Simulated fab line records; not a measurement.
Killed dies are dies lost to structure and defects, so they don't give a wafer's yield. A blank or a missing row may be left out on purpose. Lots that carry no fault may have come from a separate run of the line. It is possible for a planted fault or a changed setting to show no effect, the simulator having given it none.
Split-lot experiment + flow n5Finfet + on a route of 1938 steps: 7 lots, 21 wafers read

== ON THE SPLIT ==
At N5_BEOL_M7_DESCUM_33 (chemistry O2, time 7 s), the setting timeS was moved away from the recipe's 7 s on 7 of the 21 wafers read, by -20.9% to +17.6%. All remaining wafers had this setting at the recipe value.

No step appears in the file between the split and the reading.

== THE READING ==
CAR-EUV_of_BEOL_M7_COAT_22.thkNm (the simulator's own value, which no gauge read), in nm, at N5_BEOL_M7_ETCH_72 (etches underlayer in N2/H2, target depth 6.5 nm, time 5.2 s). The file does not state a usual value for it. Average 20.3 nm, standard deviation 0.1 nm, over the 14 wafers here run with the recipe.

| wafer  | tool, chamber at the split | timeS as run, s | against the recipe | CAR-EUV_of_BEOL_M7_COAT_22.thkNm, nm | against lot-mates on the recipe |
|--------|----------------------------|-----------------|--------------------|--------------------------------------|---------------------------------|
| L074.1 | rieDiel-03, 1,3,3          | 7               | recipe             | 20.4                                 | -                               |
| L074.2 | rieDiel-03, 1,3,3          | 7               | recipe             | 20.4                                 | -                               |
| L074.6 | rieDiel-03, 1,3,3          | 7               | recipe             | 20.4                                 | -                               |
| L076.1 | rieDiel-03, 3,2            | 7               | recipe             | 20.2                                 | -                               |
| L076.3 | rieDiel-03, 3,2            | 7               | recipe             | 20.4                                 | -                               |
| L076.6 | rieDiel-03, 0              | 8.034           | +14.8%             | 19.8                                 | -0.5                            |
| L079.2 | rieDiel-05, 2              | 7               | recipe             | 20.4                                 | -                               |
| L079.4 | rieDiel-05, 3,2            | 8.235           | +17.6%             | 19.6                                 | -0.8                            |
| L079.6 | rieDiel-05, 3,2            | 8.235           | +17.6%             | 19.8                                 | -0.6                            |
| L081.3 | rieDiel-05, 2,0            | 7               | recipe             | 20.2                                 | -                               |
| L081.4 | rieDiel-05, 2,0            | 7               | recipe             | 20.2                                 | -                               |
| L081.6 | rieDiel-05, 1              | 7               | recipe             | 20.4                                 | -                               |
| L095.1 | rieDiel-02, 2,0            | 5.536           | -20.9%             | 21.2                                 | +1.0                            |
| L095.5 | rieDiel-02, 2,0            | 5.536           | -20.9%             | 21.2                                 | +1.0                            |
| L095.4 | rieDiel-02, 3              | 7               | recipe             | 20.2                                 | -                               |
| L097.1 | rieDiel-02, 1              | 7.546           | +7.8%              | 20                                   | -0.4                            |
| L097.2 | rieDiel-02, 0              | 7.546           | +7.8%              | 20                                   | -0.4                            |
| L097.5 | rieDiel-02, 1              | 7               | recipe             | 20.4                                 | -                               |
| L094.1 | rieDiel-03, 0              | 7               | recipe             | 20.2                                 | -                               |
| L094.3 | rieDiel-03, 1,2            | 7               | recipe             | 20.2                                 | -                               |
| L094.6 | rieDiel-03, 1,2            | 7               | recipe             | 20.2                                 | -                               |
The file does not say which wafer passed through which chamber wherever a row lists several chambers: such a row stands for several wafers.

THE FIT
A straight line over all 21 wafers: CAR-EUV_of_BEOL_M7_COAT_22.thkNm changes by -0.0388 nm for each +1% of timeS; r = -0.97; the points scatter about the line by 0.099 nm.
The same after taking each lot's own level away (the mean of its wafers on the recipe; 21 wafers): -0.0438 nm for each +1%; r = -0.98; scatter 0.078 nm.
Per that fit: largest timeS move, reading shift of 0.92 nm.
The lots' own levels span 20.20 to 20.40 nm, that is 2.0 times the standard deviation above.
So the slope is not independent of the lot-to-lot level: the two fits are not the same.
Check: for one of the wafers moved furthest among these (-20.9%), held out of the fit, the line's prediction against its lot-mates is +0.902 nm. Against them it came out at +1 nm.

== FURTHER SPLITS ON THESE WAFERS ==
Other splits were also applied to these wafers ahead of the reading. Each is held against what the fit with the lots' levels taken away leaves over:
| other split on the same wafers | wafers away from the commonest value | r with CAR-EUV_of_BEOL_M7_COAT_22.thkNm (lot level and that fit taken away) |
|--------------------------------|--------------------------------------|-----------------------------------------------------------------------------|
| N5_BEOL_M5_EXPOSE_25 doseMj    | 6                                    | -0.02                                                                       |
| N5_BEOL_M6_ETCH_41 timeS       | 10                                   | +0.04                                                                       |

== THE WHOLE CHAIN: every reading that the file lists as answering this split, in the file's order ==
| step                 | what it does                                                | reading                                                                           | change (the file's fit)                | r (the file's) |
|----------------------|-------------------------------------------------------------|-----------------------------------------------------------------------------------|----------------------------------------|----------------|
| N5_BEOL_M7_DESCUM_33 | chemistry O2, time 7 s                                      | CAR-EUV_of_BEOL_M7_COAT_22.thkNm (the simulator's own value, which no gauge read) | -0.0375 nm for each +1% of the setting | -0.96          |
| N5_BEOL_M7_ETCH_72   | etches underlayer in N2/H2, target depth 6.5 nm, time 5.2 s | CAR-EUV_of_BEOL_M7_COAT_22.thkNm (the simulator's own value, which no gauge read) | -0.0426 nm for each +1% of the setting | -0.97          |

== THE FILE'S OWN FIT ==
CAR-EUV_of_BEOL_M7_COAT_22.thkNm changes by -0.0426 nm for each +1% of timeS, r = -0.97.
